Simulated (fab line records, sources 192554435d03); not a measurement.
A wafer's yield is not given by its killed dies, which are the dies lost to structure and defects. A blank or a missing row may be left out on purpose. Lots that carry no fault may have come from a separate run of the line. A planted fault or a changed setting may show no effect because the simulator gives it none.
Chamber matching / flow n5 finfet / 3 sister chambers for N5_BEOL_M9_DEP_56 on pecvd-02
The step deposits SiCN from 3MS/NH3, target thk 15 nm, time 26.5 s. 16 wafers are shown with their chamber, then 8 later ones without.

EACH WAFER AND ITS CHAMBER
wafer=L074.2; chamber=2; throttle valve pct (%)=8.7; showerhead plenum p Torr (Torr)=3.633
wafer=L074.5; chamber=2; throttle valve pct (%)=8.8; showerhead plenum p Torr (Torr)=3.629
wafer=L074.6; chamber=0; throttle valve pct (%)=9.7; showerhead plenum p Torr (Torr)=3.672
wafer=L077.1; chamber=2; throttle valve pct (%)=8.6; showerhead plenum p Torr (Torr)=3.635
wafer=L077.4; chamber=0; throttle valve pct (%)=9.6; showerhead plenum p Torr (Torr)=3.671
wafer=L077.5; chamber=2; throttle valve pct (%)=8.5; showerhead plenum p Torr (Torr)=3.626
wafer=L082.1; chamber=1; throttle valve pct (%)=8.9; showerhead plenum p Torr (Torr)=3.664
wafer=L082.4; chamber=0; throttle valve pct (%)=9.7; showerhead plenum p Torr (Torr)=3.668
wafer=L082.5; chamber=1; throttle valve pct (%)=9.1; showerhead plenum p Torr (Torr)=3.656
wafer=L083.1; chamber=0; throttle valve pct (%)=9.6; showerhead plenum p Torr (Torr)=3.666
wafer=L083.4; chamber=2; throttle valve pct (%)=8.8; showerhead plenum p Torr (Torr)=3.625
wafer=L083.5; chamber=1; throttle valve pct (%)=9.0; showerhead plenum p Torr (Torr)=3.665
wafer=L085.3; chamber=0; throttle valve pct (%)=9.8; showerhead plenum p Torr (Torr)=3.669
wafer=L085.4; chamber=1; throttle valve pct (%)=8.9; showerhead plenum p Torr (Torr)=3.669
wafer=L085.5; chamber=0; throttle valve pct (%)=9.5; showerhead plenum p Torr (Torr)=3.657
wafer=L086.3; chamber=2; throttle valve pct (%)=8.5; showerhead plenum p Torr (Torr)=3.616

SIGNATURES (means of the wafers above)
reading=throttle valve pct; chamber 0=9.650; chamber 1=8.975; chamber 2=8.650; scatter within a chamber=0.117
reading=showerhead plenum p Torr; chamber 0=3.66717; chamber 1=3.66350; chamber 2=3.62733; scatter within a chamber=0.00598
Rule: distance of a wafer from a chamber = root of the sum over the readings of ((wafer's reading minus chamber's mean) / reading's scatter) squared. If the next closest chamber is less than 2 further off than the closest, the wafer can't be placed; otherwise it belongs to the closest. The scatter: take each reading less its chamber's mean, square it, sum over the shown wafers, divide by the number of wafers less the number of chambers, and take the root.

WAFERS MISSING THEIR CHAMBER
wafer=L086.4; throttle valve pct (%)=9.7; showerhead plenum p Torr (Torr)=3.665
wafer=L086.6; throttle valve pct (%)=8.7; showerhead plenum p Torr (Torr)=3.629
wafer=L092.2; throttle valve pct (%)=8.8; showerhead plenum p Torr (Torr)=3.631
wafer=L092.4; throttle valve pct (%)=10.0; showerhead plenum p Torr (Torr)=3.664
wafer=L092.5; throttle valve pct (%)=8.9; showerhead plenum p Torr (Torr)=3.670
wafer=L093.2; throttle valve pct (%)=8.8; showerhead plenum p Torr (Torr)=3.631
wafer=L093.3; throttle valve pct (%)=9.8; showerhead plenum p Torr (Torr)=3.663
wafer=L093.5; throttle valve pct (%)=8.7; showerhead plenum p Torr (Torr)=3.623

WHICH CHAMBER EACH WENT THROUGH
wafer=L086.4; from the rows above=0; in truth=0
wafer=L086.6; from the rows above=2; in truth=2
wafer=L092.2; from the rows above=2; in truth=2
wafer=L092.4; from the rows above=0; in truth=0
wafer=L092.5; from the rows above=1; in truth=1
wafer=L093.2; from the rows above=2; in truth=2
wafer=L093.3; from the rows above=0; in truth=0
wafer=L093.5; from the rows above=2; in truth=2
8 of 8 placed correctly. Number that these rows cannot place: 0. Number placed wrongly: 0.
